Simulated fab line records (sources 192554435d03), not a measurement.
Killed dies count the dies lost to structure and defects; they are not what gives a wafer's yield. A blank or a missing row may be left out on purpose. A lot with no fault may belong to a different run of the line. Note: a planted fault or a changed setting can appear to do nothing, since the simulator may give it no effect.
The same fault as seen by 2 desks	flow n5 finfet	what lay behind the numbers comes last; until then each desk has only its own

## AT THE TOOL OWNER'S DESK: ald sin-03
The tool's own readings at N5_SPACER0_ALD_08 (deposits SiNx, target thk 2 nm): means of the sampled wafers that have a number, for each lot that ran on this tool. If a lot's mean is further than 4 standard deviations from the usual mean, the lot is out of limits and carries the mark OUT (the distance appears in the brackets).
Columns: A = chamber pressure Torr at N5_SPACER0_ALD_08, usual 2.000 Torr; B = heater power w at N5_SPACER0_ALD_08, usual 855 W
lot	first seen here	A	B
L149	day 3 07:16	2.004	856
L163	day 6 20:09	2.000	816
L164	day 7 01:23	2.000	826
This desk's finding: nothing out of limits on any of the 3 lots.

## AT THE METROLOGY DESK
Lot by lot, what the gauges showed, no matter which tool ran the lot: averages of those sampled wafers that carry a number. If a lot's mean is further than 4 standard deviations from the usual mean, the lot is out of limits and carries the mark OUT (the distance appears in the brackets). It has 14 readings; the 7 that lie furthest out on some lot are the ones shown.
Columns: A = IOFF_N at N5_BEOL_M4_RC_MEAS_101, usual 0.17 nA/um; B = ION_N at N5_BEOL_M4_RC_MEAS_101, usual 678 uA/um; C = ION_P at N5_BEOL_M4_RC_MEAS_101, usual 462 uA/um; D = REXT_N at N5_BEOL_M4_RC_MEAS_101, usual 74.9 ohm.um; E = REXT_P at N5_BEOL_M4_RC_MEAS_101, usual 99.3 ohm.um; F = VT_N at N5_BEOL_M4_RC_MEAS_101, usual 249 mV; G = VT_P_LVT at N5_BEOL_M4_RC_MEAS_101, usual -98.7 mV
lot	first seen here	A	B	C	D	E	F	G
L149	day 8 17:02	0.18	676	460	74.6	101.8	247	-96.2
L148	day 8 17:22	0.19	684	464	74.3	101.3	246	-95.7
L152	day 9 00:24	0.15	676	468	77.6	99.3	250	-93.8
L150	day 9 11:53	0.22	683	463	74.7	100.2	246	-97.3
L157	day 11 09:32	0.17	682	465	75.5	98.4	249	-99.5
L163	day 13 06:16	0.11	652	449	80.5	104.1	258	-105.8
L167	day 13 09:38	0.17	679	465	77.3	97.3	249	-99.8
L164	day 13 09:59	0.15	669	455	78.7	101.6	251	-101.1
L165	day 13 11:32	0.17	687	466	73.5	99.4	248	-97.7
L166	day 13 18:47	0.14	674	458	75.3	97.0	251	-102.2
L170	day 14 21:29	0.17	673	460	75.3	97.9	247	-101.1
This desk's finding: nothing out of limits on any of the 11 lots.

## BROUGHT TOGETHER
Nothing out of limits was seen by the tool owner's desk.
From the metrology desk's view, nothing was out of limits.

## WHAT THE SIMULATOR HAD PUT IN
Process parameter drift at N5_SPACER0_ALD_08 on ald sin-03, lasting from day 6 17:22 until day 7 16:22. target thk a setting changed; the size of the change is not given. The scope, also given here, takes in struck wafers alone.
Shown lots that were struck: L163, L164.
